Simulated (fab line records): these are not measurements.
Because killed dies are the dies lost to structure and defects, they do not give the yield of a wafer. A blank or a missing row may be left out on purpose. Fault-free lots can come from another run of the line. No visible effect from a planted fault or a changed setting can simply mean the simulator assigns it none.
fab line records	flow n5_finfet
[record] lots = 11	wafers = 32	last_day = 17
route steps=1938 shown BEOL_M13@1694 BEOL_M14@1726 PASSIVATION@1936
lots that met no fault: from a run of the same line without faults
start_h: hours from the record's first day to the start of the lot's first wafer shown	wait_h: how many hours have passed since the lot's step before this one	" as in the row above	L1.1+2: a row that stands for several wafers	- no value, or no start given	* or withheld: withheld	< > ~ a bound
route shown NAME@n: a module of which the file shows steps, and the number in the route of the first	usual: mean/standard deviation taken from wafers without a fault	same: alike in all rows	chamber/n: place in a boat	sites: readings site by site	_std_site: the standard deviation of these	_edge_site: outer sites' mean less inner sites'	radius_mm: for every site, how far away it sits from the centre of the wafer	mask NAME#n: copy n	behind: tool/chamber where the wafer was last shaped	hold: why the lot went on hold/how many hours it stayed there/how the hold came to an end	device: transistor that didn't switch, given as n, p or np	end of line: the tests these same wafers got at the end of their route	a step given without rows: its recipe and nothing more	killed: dies that structure and defects cost at the first sort, which is not the same as the wafer's yield	map: per-die view of a wafer (x killed, . not killed, _ where there is no die)
set.NAME: the run value of the setting; set.NAME@STEP: its run value at that earlier step	model.NAME: the simulator's own value behind a step, which no gauge read
route steps across a sampled set of lots; one table per step, one row per wafer
services: from which hour (start_h, from the record's first day; less than 0 if before it) a tool's chamber was out of use, for how many hours, and why
[[steps]]
[step N5_BEOL_M13_ETCH_68]
[recipe] chemistry = N2/H2	target = SOC	mask_material = SiARC	source_w = 3000	bias_w = 350	temp_c = 40	time_s = 355	ion_energy_ev = 200	pressure_mtorr = 30	n2_flow_sccm = 200	h2_flow_sccm = 200
[usual] drypump_motor_current_A = 5.8/0.45	oes_product_au = 0.77/0.081	rf_vpp_V = 525.3/1.9	run_length_s = 378.4/0.52	showerhead_plenum_p_Torr = 2.60/0.065	throttle_valve_pct = 17.70/0.26
lot.wafer	tool	chamber	start_h	wait_h	drypump_motor_current_A	oes_product_au	rf_hours_counter_h	rf_vpp_V	run_length_s	showerhead_plenum_p_Torr	throttle_valve_pct
L897.1	rie_diel-03	2	246.50	0.1	6.0	0.71	216	526.3	379.1	2.62	17.89
L897.4	"	2	"	"	6.0	0.71	-	523.9	379.1	2.62	17.89
L897.5	"	1	"	"	5.9	0.74	-	525.1	377.8	2.62	17.89
L901.2	rie_diel-06	0	261.81	0.1	5.0	0.84	75	527.9	378.3	2.67	17.44
L901.4	"	2	"	"	6.4	0.69	225	521.8	378.1	2.40	18.34
L901.5	"	1	"	"	5.9	0.90	-	525.3	377.8	2.58	17.48
L908.2	rie_diel-03	0	304.13	0.1	5.3	0.69	215	526.5	378.8	2.62	17.56
L908.3	"	2	"	"	6.0	0.70	237	526.0	378.8	2.62	17.93
L908.4	"	1	"	"	5.9	0.71	228	525.0	378.1	2.61	17.93
L909.1	rie_diel-03	1	306.21	0.1	5.9	0.71	228	526.8	377.8	2.61	17.91
L909.3	"	2	"	"	6.0	0.69	238	525.9	379.1	2.62	17.91
L911.1	rie_diel-03	1	310.89	0.1	5.9	0.72	229	526.1	378.2	2.61	17.91
L911.2	"	3	"	"	5.7	0.86	45	526.2	379.0	2.60	17.71
L911.5	"	0	"	"	5.3	0.70	-	527.1	378.8	2.62	17.56
L914.1	rie_diel-06	2	333.73	0.1	6.4	0.68	248	520.0	378.1	2.40	18.38
L914.2	"	3	"	"	6.2	0.85	71	524.6	378.2	2.58	17.20
L914.4	"	0	"	"	5.0	0.80	99	527.5	378.3	2.66	17.50
L913.3	rie_diel-03	2	333.88	0.1	6.0	0.70	244	525.3	379.3	2.61	17.93
L913.4	"	0	"	"	5.3	0.69	222	524.8	379.3	2.62	17.56
L913.5	"	2	"	"	6.0	0.69	-	527.1	379.0	2.61	17.93
L916.1	rie_diel-01	2	352.41	0.1	5.4	0.91	24	526.8	378.5	2.60	17.63
L916.4	"	0	"	"	6.7	0.71	224	525.3	377.6	2.61	17.73
L916.5	"	2	"	"	5.4	0.91	-	525.6	378.9	2.60	17.64
L918.2	rie_diel-03	1	374.99	0.1	5.9	0.70	249	525.2	378.4	2.60	17.96
L918.4	"	0	"	"	5.3	0.69	237	525.5	378.9	2.61	17.61
L918.6	"	0	"	"	5.3	0.68	-	526.2	378.7	2.61	17.60
L919.3	rie_diel-03	2	376.38	0.1	6.0	0.98	1	525.1	378.7	2.61	17.52
L919.4	"	1	"	"	5.9	0.70	250	525.9	377.8	2.60	17.97
L919.5	"	2	"	"	6.0	0.97	-	524.5	378.8	2.61	17.51
L920.4	rie_diel-01	2	379.43	0.1	5.4	0.88	32	525.8	378.1	2.60	17.64
L920.5	"	1	"	"	5.0	0.79	-	527.9	378.4	2.68	17.68
L920.6	"	0	"	"	6.7	0.70	-	527.9	377.8	2.61	17.76
[step N5_BEOL_M13_STRIP_37]
[recipe] chemistry = N2/H2	power_w = 1000	temp_c = 250	h2_frac = 0.65	overash_fraction = 0.3	pressure_mtorr = withheld	n2_flow_sccm = 1750	h2_flow_sccm = 3250
[usual] drypump_motor_current_A = 5.8/0.57	heater_power_w = 323/39	oes_product_au = 0.784/0.011
lot.wafer	tool	chamber	start_h	wait_h	drypump_motor_current_A	heater_power_w	oes_product_au	rf_hours_counter_h
L897.1	plasma_asher-02	1	246.93	0.0	6.5	362	0.774	119
L897.4	"	1	"	"	6.5	356	0.788	-
L897.5	"	0	"	"	5.9	263	0.783	-
L901.2	plasma_asher-01	1	262.25	0.0	5.9	301	0.781	75
L901.4	"	1	"	"	5.9	313	0.795	-
L901.5	"	0	"	"	4.9	354	0.798	-
L908.2	plasma_asher-01	1	304.59	0.1	5.9	303	0.795	85
L908.3	"	1	"	"	5.9	317	0.794	-
L908.4	"	0	"	"	5.0	357	0.775	-
L909.1	plasma_asher-01	1	306.64	0.0	5.9	317	0.793	85
L909.3	"	0	"	"	4.9	355	0.794	-
L911.1	plasma_asher-01	0	311.32	0.0	4.9	347	0.781	86
L911.2	"	1	"	"	5.9	310	0.790	86
L911.5	"	1	"	"	5.9	307	0.770	-
L914.1	plasma_asher-01	1	334.16	0.0	5.9	309	0.794	91
L914.2	"	0	"	"	4.9	350	0.769	91
L914.4	"	1	"	"	5.9	307	0.791	-
L913.3	plasma_asher-02	1	334.34	0.1	6.5	358	0.786	-
L913.4	"	0	"	"	5.9	265	0.785	-
L913.5	"	1	"	"	6.5	365	0.789	-
L916.1	plasma_asher-01	1	352.85	0.0	5.9	309	0.771	93
L916.4	"	1	"	"	5.9	313	0.789	-
L916.5	"	0	"	"	4.9	362	0.772	-
L918.2	plasma_asher-02	1	375.42	0.0	6.5	364	0.771	145
L918.4	"	0	"	"	6.0	258	0.803	-
L918.6	"	0	"	"	6.0	263	0.782	-
L919.3	plasma_asher-02	1	376.83	0.1	6.5	365	0.770	-
L919.4	"	0	"	"	6.0	261	0.784	-
L919.5	"	0	"	"	5.9	258	0.781	-
L920.4	plasma_asher-02	1	379.89	0.1	6.5	363	0.785	-
L920.5	"	1	"	"	6.5	372	0.785	-
L920.6	"	0	"	"	6.0	262	0.799	-
[step N5_BEOL_M14_CD_MEAS_10]
[recipe] target_cd_nm = 250	landing_energy_ev = 500	detector = se_inlens	polarity = opening
[usual] cd_nm = 250.3/1.4
lot.wafer	tool	chamber	start_h	wait_h	cd_nm
L897.1	cd_sem-01	0	255.29	-	247.8
L897.4	"	0	"	"	248.5
L897.5	"	0	"	"	249.5
L901.2	cd_sem-02	0	265.48	-	249.0
L901.4	"	0	"	"	251.7
L901.5	"	0	"	"	252.2
L908.2	cd_sem-02	0	307.13	-	251.4
L908.3	"	0	"	"	250.4
L908.4	"	0	"	"	253.6
L909.1	cd_sem-03	0	310.56	-	250.3
L909.3	"	0	"	"	251.2
L911.1	cd_sem-02	0	314.60	-	250.0
L911.2	"	0	"	"	251.4
L911.5	"	0	"	"	251.2
L913.3	cd_sem-03	0	337.27	-	249.2
L913.4	"	0	"	"	249.5
L913.5	"	0	"	"	250.4
L914.1	cd_sem-01	0	337.52	-	247.1
L914.2	"	0	"	"	250.6
L914.4	"	0	"	"	249.9
L916.1	cd_sem-03	0	355.20	-	249.8
L916.4	"	0	"	"	250.6
L916.5	"	0	"	"	249.8
L918.2	cd_sem-02	0	378.70	-	252.4
L918.4	"	0	"	"	252.6
L918.6	"	0	"	"	252.4
L919.3	cd_sem-01	0	379.36	-	248.6
L919.4	"	0	"	"	250.9
L919.5	"	0	"	"	250.8
L920.4	cd_sem-01	0	383.67	-	252.5
L920.5	"	0	"	"	252.2
L920.6	"	0	"	"	251.5
[step N5_BEOL_M14_ETCH_59]
[recipe] chemistry = N2/H2	target = BARC	target_depth_a = 890	overetch_a = 267	time_s = 67.9	ion_energy_ev = 200	pressure_mtorr = 30	source_w = 840	bias_w = 150	n2_flow_sccm = 200	h2_flow_sccm = 200
[usual] drypump_motor_current_A = 5.7/0.49	oes_product_au = 0.69/0.057	rf_vpp_V = 524.5/2.9	run_length_s = 91.3/0.47	showerhead_plenum_p_Torr = 2.57/0.1	throttle_valve_pct = 17.80/0.27
lot.wafer	tool	chamber	start_h	wait_h	drypump_motor_current_A	oes_product_au	rf_hours_counter_h	rf_vpp_V	run_length_s	showerhead_plenum_p_Torr	throttle_valve_pct
L897.1	rie_diel-05	2	255.42	0.0	5.8	0.76	25	521.9	91.2	2.49	17.61
L897.4	"	3	"	"	5.6	0.71	58	523.6	91.5	2.48	18.14
L897.5	"	0	"	"	5.7	0.65	-	526.9	91.8	2.65	17.91
L901.2	rie_diel-05	3	265.60	0.0	5.7	0.71	61	522.6	90.9	2.48	18.15
L901.4	"	2	"	"	5.8	0.76	30	522.7	91.3	2.49	17.63
L901.5	"	2	"	"	5.8	0.75	-	521.5	91.6	2.49	17.63
L908.2	rie_diel-02	3	307.25	0.0	5.3	0.66	121	522.5	92.1	2.56	17.96
L908.3	"	2	"	"	5.6	0.72	89	527.4	91.5	2.67	17.98
L908.4	"	1	"	"	5.9	0.57	240	521.1	94.3	2.39	17.91
L909.1	rie_diel-02	1	310.70	0.0	5.8	0.57	241	519.7	94.1	2.39	17.89
L909.3	"	3	"	"	5.3	0.66	123	524.8	91.8	2.56	17.97
L911.1	rie_diel-02	0	314.75	0.0	6.8	0.74	30	526.9	94.9	2.70	17.27
L911.2	"	2	"	"	5.6	0.71	92	527.8	91.4	2.67	17.97
L911.5	"	1	"	"	6.0	0.59	-	520.1	90.8	2.39	17.93
L913.3	rie_diel-04	1	337.55	0.0	5.9	0.66	131	521.6	92.1	2.46	18.09
L913.4	"	2	"	"	6.0	0.69	102	525.0	91.3	2.56	17.58
L913.5	"	3	"	"	5.0	0.67	-	522.9	91.3	2.56	17.97
L914.1	rie_diel-04	2	338.15	0.0	6.0	0.70	102	525.8	91.6	2.56	17.60
L914.2	"	1	"	"	5.8	0.65	131	519.8	91.6	2.46	18.09
L914.4	"	3	"	"	5.0	0.67	119	523.1	90.9	2.56	17.97
L916.1	rie_diel-05	2	355.32	0.0	5.8	0.72	60	520.9	91.3	2.48	17.70
L916.4	"	3	"	"	5.7	0.68	94	522.4	90.9	2.47	18.20
L916.5	"	3	"	"	5.7	0.69	-	520.9	91.0	2.47	18.21
L918.2	rie_diel-02	3	378.82	0.0	5.3	0.64	147	524.4	91.5	2.55	18.01
L918.4	"	2	"	"	5.7	0.69	116	527.7	91.3	2.66	18.02
L918.6	"	0	"	"	6.8	0.73	-	528.1	91.2	2.69	17.30
L919.3	rie_diel-04	2	379.48	0.0	6.0	0.68	115	523.2	91.8	2.56	17.61
L919.4	"	0	"	"	5.0	0.75	33	527.9	91.3	2.71	17.66
L919.5	"	2	"	"	6.0	0.67	-	521.9	91.7	2.56	17.62
L920.4	rie_diel-02	3	383.79	0.0	5.3	0.63	149	524.5	91.6	2.55	18.00
L920.5	"	0	"	"	6.8	0.72	-	527.9	91.3	2.69	17.30
L920.6	"	3	"	"	5.3	0.65	-	525.6	92.1	2.55	18.01
[step N5_PASSIVATION_PROBE_49]
[usual] defect_limited_yield = 91.3/1.3	killed_at_M0_to_M3 = 32/11	killed_at_M4_up = 15/5.6	killed_at_contacts = 12/6	killed_at_front_end = 40/11	killed_at_other = 3.5/2.6	killed_dies = 102/15	killed_open = 67/12	killed_short = 34/7.3	sort_bin_5_function = 5.1/0.85	sort_bin_6_memory = 3.2/0.61	sort_n_pass = 1078/15	sort_yield_pct = 91.3/1.3
[same] gross_dies = 1180	killed_at_back_side = 0	sort_bin_4_leakage[%] = 0	sort_bin_8_speed[%] = 0
lot.wafer	tool	chamber	start_h	wait_h	defect_limited_yield[%]	killed_at_M0_to_M3	killed_at_M4_up	killed_at_contacts	killed_at_front_end	killed_at_other	killed_dies	killed_open	killed_short	sort_bin_5_function[%]	sort_bin_6_memory[%]	sort_n_pass	sort_yield_pct[%]
L908.4	prober-02	-	331.14	0.2	89.0	40	13	7	68	2	130	92	38	6.3	4.3	1050	89.0
// killed by level:class
L908.4 STI_FIN_REVEAL:geometric_particle:open=19 FIN_SAQP:geometric_particle:short=12 FIN_SAQP:geometric_particle:open=12 BEOL_M0_SAQP:geometric_particle:open=9 BEOL_M1:geometric_particle:open=8 SPACER0:geometric_particle:open=6 SPACER0:geometric_particle:short=6 MOL_CONTACT_COAG:geometric_particle:open=6
[[services]]
tool	chamber	start_h	hours	kind
rie_diel-06	1	228.58	18.5	repair
rie_diel-04	0	233.87	4.2	repair
rie_diel-04	2	248.81	4.0	repair
rie_diel-03	1	262.53	4.8	repair
rie_diel-01	3	277.69	5.4	repair
rie_diel-04	1	302.10	15.4	repair
rie_diel-03	-	328.19	2.8	pm
rie_diel-02	1	334.44	8.8	repair
rie_diel-02	1	343.50	-	clean
rie_diel-02	1	343.50	-	consumable_replace:focus_ring
rie_diel-06	1	349.71	9.9	repair
rie_diel-03	2	352.94	-	clean
rie_diel-03	2	352.94	-	consumable_replace:esc
rie_diel-03	2	352.94	-	consumable_replace:focus_ring
rie_diel-03	2	352.94	19.2	scheduled_down
rie_diel-03	2	352.94	19.2	vent_cycle
rie_diel-02	0	357.09	4.7	repair
rie_diel-03	1	377.17	-	clean
rie_diel-03	1	377.17	-	consumable_replace:focus_ring
rie_diel-03	1	377.17	14.3	scheduled_down
rie_diel-03	1	377.17	14.3	vent_cycle
rie_diel-05	-	378.36	0.1	repair
rie_diel-06	2	379.30	9.1	repair
rie_diel-05	1	381.56	7.5	repair
[[key]]
[first_sign] step = N5_BEOL_M14_ETCH_59	reading = run_length_s	direction = up	sigmas = 6.7	usual = *	struck = *
effect none on later readings
met_at N5_BEOL_M14_ETCH_59
struck_lots L908,L909,L911
struck_wafers L908.4,L909.1,L911.1
not_acting_at N5_BEOL_M13_ETCH_68,N5_BEOL_M13_STRIP_37,N5_BEOL_M14_CD_MEAS_10
[fault] kind = process_parameter_drift	tool = rie_diel-02	chamber = -	onset_h = 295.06	steps = N5_BEOL_M14_ETCH_59	channel = time_s	offset = *	shape = step	end_h = 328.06	scope = struck_wafers_only	acts_in = *	stated = *
